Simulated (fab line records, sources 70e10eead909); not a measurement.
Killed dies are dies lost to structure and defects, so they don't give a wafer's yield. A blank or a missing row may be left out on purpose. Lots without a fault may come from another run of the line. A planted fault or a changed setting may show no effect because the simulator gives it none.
A struck lot beside a sound one | flow nand_harc | 14 steps out of a route of 1302
Sound: wafers L485.1, L485.5, L485.6. Struck: wafers L490.2, L490.3, L490.5. The cause comes at the end.
At each step with rows: each side's tool, then ch and its chambers, then its first start. Under that, the readings that differ: sound wafers | struck wafers | difference of the means | sigmas: that difference in standard deviations of wafers without a fault.
alike: readings whose means differ by less than 2 such deviations, and words and numbers that are the same on both sides. not compared: withheld readings, readings that some wafer has no value for, bounds like >300 that may hide the same value, and numbers for which the record gives no deviation and whose values overlap.
The two part at a step that has a row with sigmas, a row that says differs or no value, or rows on one side only. Numbers that don't overlap but have no deviation are shown without sigmas and don't part them. A reading that every wafer of one side lacks parts them only if that side has two wafers or more.

first, 6 steps without rows for these wafers: NHARC_A_STAIRCASE_SOFTBAKE_179 (time 170 s); NHARC_A_STAIRCASE_EBR_180; NHARC_A_STAIRCASE_EXPOSE_181 (exposes mask STAIR 2); NHARC_A_STAIRCASE_PEB_182 (peb time 130 s); NHARC_A_STAIRCASE_DEVELOP_183 (time 140 s); NHARC_A_STAIRCASE_HARDBAKE_185 (time 140 s).
NHARC_A_STAIRCASE_DESCUM_186: chemistry O2, time 3 s.
  sound on rie_diel-04 ch 0,3, day 17 22:43; struck on rie_diel-04 ch 0,2,3, day 19 22:22
  alike: drypump_motor_current_A, mfc_ar_sccm, o2_flow_sccm, oes_product_au, rf_vpp_V, showerhead_plenum_p_Torr, throttle_valve_pct
  not compared: rf_hours_counter_h
then, 1 step without rows for these wafers: NHARC_A_STAIRCASE_TRIM_187 (chemistry O2, time 211.2 s).
NHARC_A_STAIRCASE_ETCH_188: etches the open film in C4F8/O2, target depth 100 nm, time 40.5 s.
  sound on rie_diel-04 ch 0,1; struck on rie_diel-04 ch 2,3
  alike: oes_product_au, rf_vpp_V
  not compared: rf_hours_counter_h
NHARC_A_STAIRCASE_TRIM_189: chemistry O2, time 211.2 s.
  sound on rie_diel-04 ch 0,2,3; struck on rie_diel-04 ch 1,2
  alike: chamber_pressure_mTorr, drypump_motor_current_A, mfc_ar_sccm, o2_flow_sccm, oes_product_au, rf_vpp_V, showerhead_plenum_p_Torr, throttle_valve_pct
  not compared: rf_hours_counter_h
NHARC_A_STAIRCASE_ETCH_190: etches the open film in C4F8/O2, target depth 100 nm, time 40.5 s.
  sound on rie_diel-04 ch 0,1,3; struck on rie_diel-04 ch 0,2
  alike: oes_product_au, rf_vpp_V
  not compared: rf_hours_counter_h
NHARC_A_STAIRCASE_TRIM_191: chemistry O2, time 211.2 s.
  sound on rie_diel-04 ch 0,1,2, day 17 23:17; struck on rie_diel-04 ch 1,2,3, day 19 22:55
  no value came back on the struck wafers for any of 9 readings (bias_w (W), chamber_pressure_mTorr (mTorr) and others); on the sound wafers bias_w (W) reads 0 0 0
  not compared: rf_hours_counter_h
NHARC_A_STAIRCASE_ETCH_192: etches the open film in C4F8/O2, target depth 100 nm, time 40.5 s.
  sound on rie_diel-04 ch 2,3; struck on rie_diel-04 ch 0,2
  alike: oes_product_au, rf_vpp_V
  not compared: rf_hours_counter_h
-- the record jumps here: 8 days lie between the struck wafers' starts before and after (it left off in module A_STAIRCASE and takes up again in module END, whose first step shown is number 1302 of the route) --
NHARC_END_SORT_01:
  the record has rows for the struck wafers here (prober-01 ch 0, day 28 08:23) and none for the sound ones

WHERE THEY PART
First at NHARC_A_STAIRCASE_TRIM_191; last, within this record, at NHARC_END_SORT_01.

WHY: what the simulator had put in
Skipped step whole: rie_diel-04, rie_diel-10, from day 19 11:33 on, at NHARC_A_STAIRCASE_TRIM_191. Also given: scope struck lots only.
